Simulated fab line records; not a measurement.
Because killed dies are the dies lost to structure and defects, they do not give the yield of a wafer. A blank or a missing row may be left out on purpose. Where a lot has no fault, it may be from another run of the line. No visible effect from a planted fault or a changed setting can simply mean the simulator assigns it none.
Which tool was responsible?    flow nandHarc    24 lots with 72 wafers sampled at 5 steps, on a route of 1302 steps

## WHAT THE GAUGES READ, wafer by wafer
NHARC_A_CONTACT_INSPECT_44.
lot   measured      on                rawDefectCount
L074  day 21 16:22  defectInspect-01  66 57 48
L075  day 22 02:49  defectInspect-01  150 136 168
L076  day 22 02:41  defectInspect-01  121 114 104
L077  day 23 07:44  defectInspect-01  71 70 82
L080  day 23 10:53  defectInspect-02  57 60 68
L078  day 24 03:23  defectInspect-02  66 78 80
L082  day 24 10:05  defectInspect-02  124 148 146
L079  day 24 07:43  defectInspect-02  60 72 80
L081  day 24 16:08  defectInspect-01  119 142 122
L083  day 25 07:04  defectInspect-01  68 69 70
L084  day 25 19:53  defectInspect-01  9 12 16
L085  day 26 08:20  defectInspect-02  78 85 94
L086  day 26 19:41  defectInspect-02  84 107 85
L087  day 26 22:57  defectInspect-01  55 60 54
L089  day 27 07:59  defectInspect-02  142 147 147
L090  day 27 23:47  defectInspect-01  110 119 112
L088  day 28 08:37  defectInspect-01  107 92 103
L091  day 29 01:03  defectInspect-01  105 113 96
L092  day 29 01:13  defectInspect-01  78 91 76
L093  day 29 17:47  defectInspect-01  84 90 65
L094  day 29 21:31  defectInspect-02  50 62 77
L096  day 30 19:02  defectInspect-02  78 87 83
L095  day 30 19:36  defectInspect-01  40 48 48
L097  day 31 00:10  defectInspect-01  79 61 58

## WHICH TOOL RAN EACH LOT (tool, then ch and the chambers of the sampled wafers, then the start)
lot   NHARC_A_SGD_CUT_CMP_21         NHARC_A_SLIT_DEP_23              NHARC_A_SLIT_ETCH_15                          NHARC_A_CONTACT_DEP_28
L074  cmp-01 ch 0,2,3, day 19 12:33  pecvd-01 ch 0,1,2, day 19 21:15  rieDiel-11 ch 2,3, day 21 11:17 or earlier    aclDep-02 ch 0, day 21 11:17
L075  cmp-01 ch 0,1,3, day 20 04:48  pecvd-04 ch 1,2, day 20 09:47    rieDiel-11 ch 0,1,2, day 21 22:25 or earlier  aclDep-02 ch 0, day 21 22:25
L076  cmp-02 ch 1,2,3, day 20 04:53  pecvd-01 ch 0,1,2, day 20 10:11  rieDiel-04 ch 1,2,3, day 21 21:35 or earlier  aclDep-03 ch 0, day 21 21:35
L077  cmp-03 ch 0,2,3, day 21 12:52  pecvd-04 ch 0,1,2, day 21 17:49  rieDiel-03 ch 0,2,3, day 23 02:47 or earlier  aclDep-03 ch 0, day 23 02:47
L080  cmp-03 ch 0,2, day 21 13:01    pecvd-04 ch 0,1, day 21 19:20    rieDiel-04 ch 0,1,3, day 23 05:53 or earlier  aclDep-02 ch 0, day 23 05:53
L078  cmp-03 ch 0,3, day 22 01:40    pecvd-01 ch 0,1,2, day 22 07:55  rieDiel-03 ch 0,2, day 23 23:09 or earlier    aclDep-03 ch 0, day 23 23:09
L082  cmp-02 ch 0,2,3, day 22 10:02  pecvd-04 ch 0,1,2, day 22 15:12  rieDiel-11 ch 0,1,2, day 24 05:05 or earlier  aclDep-02 ch 0, day 24 05:05
L079  cmp-03 ch 0,3, day 22 10:02    pecvd-04 ch 0,2, day 22 16:34    rieDiel-03 ch 0,1, day 24 04:02 or earlier    aclDep-03 ch 0, day 24 04:02
L081  cmp-01 ch 0,2,3, day 22 10:02  pecvd-02 ch 1, day 22 17:45      rieDiel-11 ch 0,3, day 24 11:45 or earlier    aclDep-03 ch 0, day 24 11:45
L083  cmp-02 ch 0,2,3, day 23 07:56  pecvd-01 ch 0,1,2, day 23 13:13  rieDiel-11 ch 0,1,3, day 25 01:55 or earlier  aclDep-03 ch 0, day 25 01:55
L084  cmp-03 ch 1,2,3, day 23 19:48  pecvd-01 ch 0,1,2, day 24 03:01  rieDiel-04 ch 0,2, day 25 14:41 or earlier    aclDep-02 ch 0, day 25 14:41
L085  cmp-01 ch 0,2,3, day 24 06:43  pecvd-04 ch 0,1, day 24 18:32    rieDiel-04 ch 0,1, day 26 04:03 or earlier    aclDep-03 ch 0, day 26 04:03
L086  cmp-02 ch 0,1,3, day 24 16:11  pecvd-01 ch 0,1, day 25 03:22    rieDiel-04 ch 0,1,3, day 26 14:37 or earlier  aclDep-03 ch 0, day 26 14:37
L087  cmp-01 ch 0,1,2, day 24 16:12  pecvd-02 ch 0,2, day 25 03:26    rieDiel-11 ch 0,1,3, day 26 17:59 or earlier  aclDep-01 ch 0, day 26 17:59
L089  cmp-03 ch 0,1, day 25 13:39    pecvd-01 ch 0,1,2, day 25 18:36  rieDiel-03 ch 0,1,2, day 27 04:17 or earlier  aclDep-01 ch 0, day 27 04:17
L090  cmp-02 ch 0,1,2, day 26 04:40  pecvd-04 ch 0,1,2, day 26 09:35  rieDiel-03 ch 0,1,2, day 27 18:38 or earlier  aclDep-01 ch 0, day 27 18:38
L088  cmp-03 ch 0,1,3, day 26 10:51  pecvd-04 ch 0,1,2, day 26 18:03  rieDiel-03 ch 0,1,3, day 28 03:28 or earlier  aclDep-01 ch 0, day 28 03:28
L091  cmp-01 ch 0,1,3, day 27 02:46  pecvd-02 ch 0,1,2, day 27 08:45  rieDiel-11 ch 0,1, day 28 22:04 or earlier    aclDep-02 ch 0, day 28 22:04
L092  cmp-03 ch 0,1,2, day 27 02:50  pecvd-02 ch 0,1,2, day 27 09:48  rieDiel-04 ch 1,2, day 28 22:05 or earlier    aclDep-01 ch 0, day 28 22:05
L093  cmp-02 ch 1,2, day 27 20:43    pecvd-02 ch 0,1,2, day 28 01:38  rieDiel-03 ch 0,1,3, day 29 12:43 or earlier  aclDep-03 ch 0, day 29 12:43
L094  cmp-01 ch 0,2,3, day 27 20:44  pecvd-01 ch 0,1,2, day 28 01:39  rieDiel-11 ch 0,2,3, day 29 16:20 or earlier  aclDep-02 ch 0, day 29 16:20
L096  cmp-01 ch 0,1,3, day 28 13:10  pecvd-02 ch 0,1,2, day 28 20:01  rieDiel-04 ch 0,1,3, day 30 13:54 or earlier  aclDep-02 ch 0, day 30 13:54
L095  cmp-02 ch 1,2,3, day 28 13:10  pecvd-01 ch 0,1,2, day 28 19:59  rieDiel-11 ch 1,2, day 30 14:34 or earlier    aclDep-03 ch 0, day 30 14:34
L097  cmp-01 ch 0,2,3, day 29 03:16  pecvd-02 ch 0,2, day 29 09:24    rieDiel-04 ch 0,1,3, day 30 19:13 or earlier  aclDep-03 ch 0, day 30 19:13
- NHARC_A_SGD_CUT_CMP_21: polishes, target thk 148.19 nm.
- NHARC_A_SLIT_DEP_23: deposits SiON, target thk 100 nm.
- NHARC_A_SLIT_ETCH_15: etches the open film in O2/COS, target depth 6200 nm, time 1612 s.
- NHARC_A_CONTACT_DEP_28: deposits aC, target thk 7000 nm.

## WHAT THE TOOLS THEMSELVES READ (means of the sampled wafers that have a number; where no wafer has one, the mark that the record gives instead)
NHARC_A_SGD_CUT_CMP_21.
lot   tool    motorCurrentA (A)  timeToEndpointS (s)
L074  cmp-01  11.6               51
L075  cmp-01  11.1               53
L076  cmp-02  12.3               51
L077  cmp-03  12.0               50
L080  cmp-03  12.6               46
L078  cmp-03  12.6               45
L082  cmp-02  11.5               49
L079  cmp-03  12.9               46
L081  cmp-01  11.4               52
L083  cmp-02  12.0               53
L084  cmp-03  11.9               47
L085  cmp-01  11.4               50
L086  cmp-02  12.2               50
L087  cmp-01  12.3               50
L089  cmp-03  13.6               45
L090  cmp-02  12.1               52
L088  cmp-03  13.2               49
L091  cmp-01  11.5               50
L092  cmp-03  13.0               51
L093  cmp-02  12.2               53
L094  cmp-01  11.4               48
L096  cmp-01  11.4               51
L095  cmp-02  12.3               50
L097  cmp-01  11.4               52

NHARC_A_SLIT_DEP_23.
lot   tool      heaterPowerW (W)
L074  pecvd-01  793
L075  pecvd-04  651
L076  pecvd-01  818
L077  pecvd-04  693
L080  pecvd-04  689
L078  pecvd-01  775
L082  pecvd-04  733
L079  pecvd-04  738
L081  pecvd-02  649
L083  pecvd-01  771
L084  pecvd-01  796
L085  pecvd-04  783
L086  pecvd-01  661
L087  pecvd-02  817
L089  pecvd-01  774
L090  pecvd-04  720
L088  pecvd-04  682
L091  pecvd-02  683
L092  pecvd-02  687
L093  pecvd-02  709
L094  pecvd-01  746
L096  pecvd-02  723
L095  pecvd-01  759
L097  pecvd-02  667

NHARC_A_SLIT_ETCH_15.
lot   tool        cosFlowSccm (sccm)  drypumpMotorCurrentA (A)  oesProductAu (a.u.)  rfVppV (V)  showerheadPlenumPTorr (Torr)  throttleValvePct (%)
L074  rieDiel-11  20.05               5.9                       1.014                315.3       3.22                          28.323
L075  rieDiel-11  19.94               5.7                       0.986                314.9       3.14                          28.329
L076  rieDiel-04  19.99               5.6                       1.019                316.9       3.31                          28.324
L077  rieDiel-03  19.96               5.4                       1.008                315.3       3.28                          28.337
L080  rieDiel-04  19.97               5.4                       1.004                316.8       3.32                          28.323
L078  rieDiel-03  19.99               5.4                       1.007                316.5       3.25                          28.333
L082  rieDiel-11  20.05               5.7                       0.984                314.3       3.13                          28.341
L079  rieDiel-03  19.96               5.9                       0.989                313.3       3.07                          28.335
L081  rieDiel-11  20.03               5.6                       1.014                315.6       3.20                          28.330
L083  rieDiel-11  20.03               5.3                       0.987                316.2       3.22                          28.325
L084  rieDiel-04  19.97               5.7                       1.012                316.7       3.31                          28.335
L085  rieDiel-04  19.93               5.2                       1.004                317.7       3.33                          28.334
L086  rieDiel-04  19.99               5.5                       1.010                316.4       3.32                          28.336
L087  rieDiel-11  19.96               5.3                       0.999                314.5       3.22                          28.329
L089  rieDiel-03  20.01               5.6                       0.990                314.2       3.16                          28.334
L090  rieDiel-03  19.97               5.6                       1.004                315.5       3.16                          28.328
L088  rieDiel-03  19.97               5.7                       1.006                315.7       3.19                          28.338
L091  rieDiel-11  20.00               5.1                       0.986                315.6       3.19                          28.325
L092  rieDiel-04  19.96               5.1                       1.016                315.5       3.31                          28.335
L093  rieDiel-03  19.99               5.7                       1.004                315.0       3.18                          28.329
L094  rieDiel-11  19.99               5.9                       1.008                315.4       3.17                          28.339
L096  rieDiel-04  20.02               5.5                       1.004                316.1       3.31                          28.335
L095  rieDiel-11  20.02               5.5                       0.979                314.7       3.16                          28.331
L097  rieDiel-04  20.03               5.5                       1.005                317.2       3.31                          28.327

NHARC_A_CONTACT_DEP_28.
lot   tool       throttleValvePct (%)
L074  aclDep-02  35.000
L075  aclDep-02  34.994
L076  aclDep-03  35.000
L077  aclDep-03  35.001
L080  aclDep-02  35.001
L078  aclDep-03  35.000
L082  aclDep-02  34.995
L079  aclDep-03  35.003
L081  aclDep-03  34.999
L083  aclDep-03  35.005
L084  aclDep-02  35.008
L085  aclDep-03  35.008
L086  aclDep-03  34.998
L087  aclDep-01  34.993
L089  aclDep-01  34.997
L090  aclDep-01  35.000
L088  aclDep-01  35.004
L091  aclDep-02  35.002
L092  aclDep-01  35.005
L093  aclDep-03  34.996
L094  aclDep-02  34.995
L096  aclDep-02  35.001
L095  aclDep-03  35.011
L097  aclDep-03  35.009

## THE ANSWER, worked out from the rows above alone
Rule: the lots themselves supply what counts as usual. The widest of any qualifying gaps counts: lots, ordered by their means at a reading, are off when they make up no more than a third of the lots, leave a main group of 4 or more, and stand apart from it by 3 or more times the standard deviation of that group's means. A main group whose means are all the same, to the digits that the tables above print for the reading, isn't used. A lot without any number at a reading at which 4 lots or more have one is off too. Where the step has rows for the other lots, those lots are counted as sound. Order of review: gauges by route order, followed by the tools' own readings, for which a lot's mean as printed above is used. The first step at which some lot is off is used, and at that step the reading that is off furthest; a lot without a number counts as furthest.
No lot is off at any reading shown: from this, nothing can be told.

## WHAT THE SIMULATOR HAD INSERTED
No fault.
